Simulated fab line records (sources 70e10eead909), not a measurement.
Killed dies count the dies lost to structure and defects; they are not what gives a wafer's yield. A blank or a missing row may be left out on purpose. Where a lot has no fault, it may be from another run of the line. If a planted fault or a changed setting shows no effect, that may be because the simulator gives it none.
Struck lot and sound lot, side by side + flow nand_harc + 39 steps out of a route of 1302
Sound: wafers L201.3, L201.4, L201.6. Struck: wafers L214.2, L214.3, L214.6. Last of all comes the cause.
Each step with rows lists, per side, the tool, then ch with its chambers, then its first start. Under that, the readings that differ: sound wafers + struck wafers + difference of the means + sigmas: that difference in standard deviations of wafers without a fault.
alike: words and numbers the same on both sides, and readings whose means are apart by under 2 such deviations; not compared: readings that were withheld, readings missing a value for some wafer, numbers with overlapping values and no deviation given by the record, and bounds like >300 which may hide the same value.
Wherever a step has rows on one side only, a row that says differs or no value, or a row with sigmas, the two part there. Numbers that don't overlap but have no deviation are shown without sigmas and don't part them. A reading missing from all wafers of one side parts the sides only when that side holds two or more wafers.

first, 1 step without rows for these wafers: NHARC_A_CHANNEL_HOLE_D1_SRD_29.
NHARC_A_CHANNEL_HOLE_D1_CD_MEAS_30:
  sound: cd_sem-02 at day 9 23:02; struck: cd_sem-01 at day 15 20:34
  alike: cd_nm
following that, these wafers have no rows for 1 step: NHARC_A_CHANNEL_HOLE_D1_XSEM_31.
NHARC_A_CHANNEL_HOLE_D1_INSPECT_40:
  sound: defect_inspect-01 at day 9 23:14; struck: defect_inspect-02 at day 15 20:46
  alike: raw_defect_count
then, 3 steps without rows for these wafers: NHARC_A_CHANNEL_FILL_D1_PRECLEAN_00 (cleans in SC1); NHARC_A_CHANNEL_FILL_D1_SRD_01; NHARC_A_CHANNEL_FILL_D1_ALD_02 (deposits SiO2, target thk 6 nm, pulse time 10 s, ald cycles 60).
NHARC_A_CHANNEL_FILL_D1_ALD_03: deposits SiNx, target thk 6 nm, pulse time 60 s, ald cycles 58.
  sound: ald_sin_batch-02 ch 0; struck: ald_sin_batch-01 ch 0
  alike: precursor_pulse_height_rel
NHARC_A_CHANNEL_FILL_D1_ALD_14: deposits SiO2, target thk 2.5 nm, pulse time 10 s, ald cycles 25.
  sound on ald_hk-04 ch 0,2,3, day 10 06:29; struck on ald_hk-01 ch 1,2,3, day 16 04:14
  alike: heater_power_w, precursor_pulse_height_rel
then, 3 steps without rows for these wafers: NHARC_A_CHANNEL_FILL_D1_ALD_15 (deposits SiNx, target thk 2 nm, pulse time 60 s, ald cycles 19); NHARC_A_CHANNEL_FILL_D1_ALD_16 (deposits SiO2, target thk 1.5 nm, pulse time 10 s, ald cycles 15); NHARC_A_CHANNEL_FILL_D1_ANNEAL_17 (time 1800 s).
NHARC_A_CHANNEL_FILL_D1_CVD_18: deposits poly-Si, target thk 3 nm.
  sound on lpcvd_poly-02 ch 0, day 10 19:02; struck on lpcvd_poly-02 ch 0, day 16 19:06
  alike: spike_tc_upper_C
NHARC_A_CHANNEL_FILL_D1_ETCHBACK_19: etches the open film in HBr/Cl2, target depth 5 nm, time 1.7 s.
  sound on rie_si-05 ch 1,2, day 10 21:07; struck on rie_si-05 ch 0,3, day 16 21:11
  alike: drypump_motor_current_A, he_backside_leak_sccm, oes_product_au, throttle_valve_pct
  not compared: rf_hours_counter_h
then, 8 steps without rows for these wafers: NHARC_A_CHANNEL_FILL_D1_ETCHBACK_20 (etches the open film in C4F8/O2/Ar, target depth 27 nm, time 13.5 s); NHARC_A_CHANNEL_FILL_D1_STRIP_28 (strips in O2, time 20 s); NHARC_A_CHANNEL_FILL_D1_PRECLEAN_21 (cleans in dHF, time 30 s); NHARC_A_CHANNEL_FILL_D1_SRD_23; NHARC_A_CHANNEL_FILL_D1_CVD_05 (deposits poly-Si, target thk 5 nm); NHARC_A_CHANNEL_FILL_D1_ANNEAL_22 (time 7200 s); NHARC_A_CHANNEL_FILL_D1_ALD_25 (deposits SiOx, target thk 60 nm, pulse time 10 s, ald cycles 600); NHARC_A_CHANNEL_FILL_D1_ETCHBACK_08 (etches the open film in C4F8, target depth 220 nm, time 110 s).
NHARC_A_CHANNEL_FILL_D1_STRIP_29: strips in O2, time 20 s.
  sound: rie_diel-09 ch 0,2,3; struck: rie_diel-09 ch 1,2
  alike: drypump_motor_current_A, oes_product_au, rf_vpp_V, showerhead_plenum_p_Torr, throttle_valve_pct
  not compared: rf_hours_counter_h
then, 5 steps without rows for these wafers: NHARC_A_CHANNEL_FILL_D1_PRECLEAN_30 (cleans in dHF, time 30 s); NHARC_A_CHANNEL_FILL_D1_SRD_31; NHARC_A_CHANNEL_FILL_D1_CVD_09 (deposits poly-Si, target thk 150 nm, time 3000 s); NHARC_A_CHANNEL_FILL_D1_CMP_10 (polishes, target thk 150 nm); NHARC_A_CHANNEL_FILL_D1_SRD_12.
NHARC_A_DECK1_JOINT_ETCHBACK_07: etches the open film in HBr, target depth 105 nm, time 26.9 s.
  sound on rie_si-04 ch 0,2,3, day 11 20:56; struck on rie_si-01 ch 0,3, day 17 23:32
| reading                      | sound          | struck         | difference | sigmas |
|------------------------------|----------------|----------------|------------|--------|
| he_backside_leak_sccm (sccm) | 2.57 2.42 2.44 | 4.79 2.79 2.94 | +1.03      | +4     |
  alike: drypump_motor_current_A, oes_product_au, throttle_valve_pct
  not compared: rf_hours_counter_h
then, 9 steps without rows for these wafers: NHARC_A_DECK1_JOINT_ETCH_25 (etches SiO2 in dHF, target depth 0.5 nm); NHARC_A_DECK1_JOINT_ETCH_19 (etches poly-Si in TMAH, target depth 3 nm); NHARC_A_DECK1_JOINT_ETCH_18 (etches SiO2 in dHF, target depth 3 nm); NHARC_A_DECK1_JOINT_WET_08 (chemistry H3PO4, time 86 s); NHARC_A_DECK1_JOINT_ETCH_09 (etches SiO2 in dHF, target depth 5 nm); NHARC_A_DECK1_JOINT_WET_10 (chemistry H3PO4, time 86 s); NHARC_A_DECK1_JOINT_ETCH_11 (etches SiO2 in dHF, target depth 35 nm); NHARC_A_DECK1_JOINT_CVD_12 (deposits poly-Si, target thk 90 nm, time 1800 s); NHARC_A_DECK1_JOINT_CMP_13 (polishes, target thk 51.023 nm).
-- record jumps: 14 days between struck wafers' starts before vs after; left off in module A_DECK1_JOINT, resumes in module END, first step shown is number 1302 of the route --
NHARC_END_SORT_01:
  the record has rows for the struck wafers here (prober-02 ch 0, day 31 15:16) and none for the sound ones

WHERE THEY PART
Earliest at NHARC_A_DECK1_JOINT_ETCHBACK_07; latest, in this record, at NHARC_END_SORT_01.

WHY: what had been put in by the simulator
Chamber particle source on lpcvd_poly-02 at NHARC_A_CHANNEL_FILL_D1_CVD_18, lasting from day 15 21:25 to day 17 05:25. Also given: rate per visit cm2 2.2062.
